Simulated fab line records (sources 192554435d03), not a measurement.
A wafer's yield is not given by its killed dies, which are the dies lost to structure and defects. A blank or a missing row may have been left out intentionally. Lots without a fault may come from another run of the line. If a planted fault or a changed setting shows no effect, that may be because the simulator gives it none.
Chamber matching + flow n5Finfet + N5_BEOL_M8_ETCH_66 on rieDiel-04: 4 sister chambers
The step etches SOC in N2/H2, target depth 80 nm, overetch 16 nm, time 120 s. 4 wafers are shown with their chamber, then 11 later ones without.

EACH WAFER AND ITS CHAMBER
| wafer  | chamber | drypumpMotorCurrentA (A) |
|--------|---------|--------------------------|
| L090.6 | 3       | 6.3                      |
| L093.4 | 0       | 5.9                      |
| L093.5 | 1       | 6.6                      |
| L094.1 | 2       | 5.5                      |

WAFERS WHOSE CHAMBER IS MISSING
| wafer  | drypumpMotorCurrentA (A) |
|--------|--------------------------|
| L094.4 | 6.6                      |
| L094.6 | 5.5                      |
| L092.1 | 6.6                      |
| L092.3 | 6.0                      |
| L092.4 | 6.3                      |
| L096.2 | 6.3                      |
| L096.4 | 6.7                      |
| L096.5 | 5.6                      |
| L097.2 | 5.5                      |
| L097.5 | 5.5                      |
| L097.6 | 6.3                      |

WHICH CHAMBER EACH WENT THROUGH
| wafer  | from the rows above | in truth |
|--------|---------------------|----------|
| L094.4 | 1                   | 1        |
| L094.6 | 2                   | 2        |
| L092.1 | 1                   | 1        |
| L092.3 | 0                   | 0        |
| L092.4 | 3                   | 3        |
| L096.2 | 3                   | 3        |
| L096.4 | 1                   | 1        |
| L096.5 | 2                   | 2        |
| L097.2 | 2                   | 2        |
| L097.5 | 2                   | 2        |
| L097.6 | 3                   | 3        |
Correctly placed: 11 of 11. From these rows, 0 cannot be placed. 0 placed wrongly.
How it was worked out, from the rows above alone: a wafer's distance from a chamber is the root of the sum, over the readings, of the square of ((its reading less the chamber's mean) divided by the reading's scatter). The wafer belongs to the nearest chamber; if the next one is less than 2 further off, it can't be placed. For every chamber, the mean is computed from those of its wafers that are shown. The scatter (one wafer shown for each chamber): square how far every hidden wafer sits from the nearest shown wafer, average those squares and take the square root.
